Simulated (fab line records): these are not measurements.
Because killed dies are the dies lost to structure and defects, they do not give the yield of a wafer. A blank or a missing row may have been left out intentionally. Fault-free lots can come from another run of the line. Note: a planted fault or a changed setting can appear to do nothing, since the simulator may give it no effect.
Chamber matching + flow n5 finfet + rie diel-05 running N5_BEOL_M9_ETCH_65: 4 sister chambers
The step etches SiARC in CF4, target depth 15.6 nm, time 26 s. 20 wafers are shown with their chamber, then 10 later ones without.

## WAFERS WITH THEIR CHAMBER
| wafer  | chamber | drypump motor current A (A) | etch rf on time s (s) | throttle valve pct (%) |
|--------|---------|-----------------------------|-----------------------|------------------------|
| L074.3 | 0       | 5.4                         | 25.8                  | 15.79                  |
| L074.5 | 0       | 5.4                         | 25.8                  | 15.79                  |
| L074.6 | 3       | 5.9                         | 25.8                  | 15.43                  |
| L080.2 | 3       | 5.9                         | 25.7                  | 15.43                  |
| L080.5 | 3       | 5.9                         | 25.9                  | 15.45                  |
| L080.6 | 2       | 5.5                         | 26.1                  | 15.69                  |
| L084.2 | 2       | 5.5                         | 26.1                  | 15.71                  |
| L084.3 | 0       | 5.3                         | 25.9                  | 15.34                  |
| L084.5 | 1       | 6.3                         | 27.4                  | 15.90                  |
| L085.2 | 1       | 6.3                         | 27.3                  | 15.89                  |
| L085.3 | 0       | 5.4                         | 26.0                  | 15.35                  |
| L085.4 | 2       | 5.5                         | 26.1                  | 15.72                  |
| L087.1 | 0       | 5.4                         | 26.0                  | 15.34                  |
| L087.3 | 3       | 5.9                         | 26.0                  | 15.49                  |
| L087.6 | 3       | 5.9                         | 26.1                  | 15.48                  |
| L090.1 | 1       | 6.3                         | 27.2                  | 15.91                  |
| L090.3 | 2       | 5.5                         | 26.0                  | 15.74                  |
| L090.4 | 3       | 5.9                         | 25.9                  | 15.50                  |
| L091.1 | 0       | 5.3                         | 26.1                  | 15.37                  |
| L091.2 | 1       | 6.3                         | 27.4                  | 15.90                  |

SIGNATURES (means of the wafers above)
| reading                 | chamber 0 | chamber 1 | chamber 2 | chamber 3 | scatter within a chamber |
|-------------------------|-----------|-----------|-----------|-----------|--------------------------|
| drypump motor current A | 5.367     | 6.300     | 5.500     | 5.900     | 0.0289                   |
| etch rf on time s       | 25.933    | 27.325    | 26.075    | 25.900    | 0.114                    |
| throttle valve pct      | 15.4967   | 15.9000   | 15.7150   | 15.4633   | 0.129                    |
Rule: for each reading, subtract the chamber's mean from the wafer's reading, divide by that reading's scatter and square the result; add these up over the readings and take the root, which gives the wafer's distance from the chamber. The wafer belongs to the nearest chamber; if the next one is less than 2 further off, it can't be placed. The scatter is the square root of a quotient: the sum, over the shown wafers, of each reading's squared deviation from its chamber's mean, divided by wafers minus chambers.

## WAFERS WITHOUT THEIR CHAMBER
| wafer  | drypump motor current A (A) | etch rf on time s (s) | throttle valve pct (%) |
|--------|-----------------------------|-----------------------|------------------------|
| L091.3 | 5.5                         | 26.1                  | 15.76                  |
| L094.1 | 5.4                         | 25.9                  | 15.38                  |
| L094.5 | 5.5                         | 26.0                  | 15.77                  |
| L094.6 | 5.9                         | 26.0                  | 15.51                  |
| L095.3 | 5.9                         | 26.0                  | 15.51                  |
| L095.5 | 5.9                         | 26.0                  | 15.51                  |
| L095.6 | 5.5                         | 26.2                  | 15.76                  |
| L097.2 | 6.3                         | 27.5                  | 15.95                  |
| L097.3 | 5.9                         | 25.8                  | 15.53                  |
| L097.5 | 5.4                         | 26.5                  | 15.40                  |

## THE CHAMBER EACH PASSED THROUGH
| wafer  | from the rows above     | in truth |
|--------|-------------------------|----------|
| L091.3 | 2                       | 2        |
| L094.1 | 0                       | 0        |
| L094.5 | 2                       | 2        |
| L094.6 | 3                       | 3        |
| L095.3 | 3                       | 3        |
| L095.5 | 3                       | 3        |
| L095.6 | 2                       | 2        |
| L097.2 | 1                       | 1        |
| L097.3 | 3                       | 3        |
| L097.5 | can't be placed: 0 or 2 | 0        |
Placed correctly: 9 of 10. These rows do not allow placing 1 (true chamber among the candidates in 1). Wrongly placed: 0.
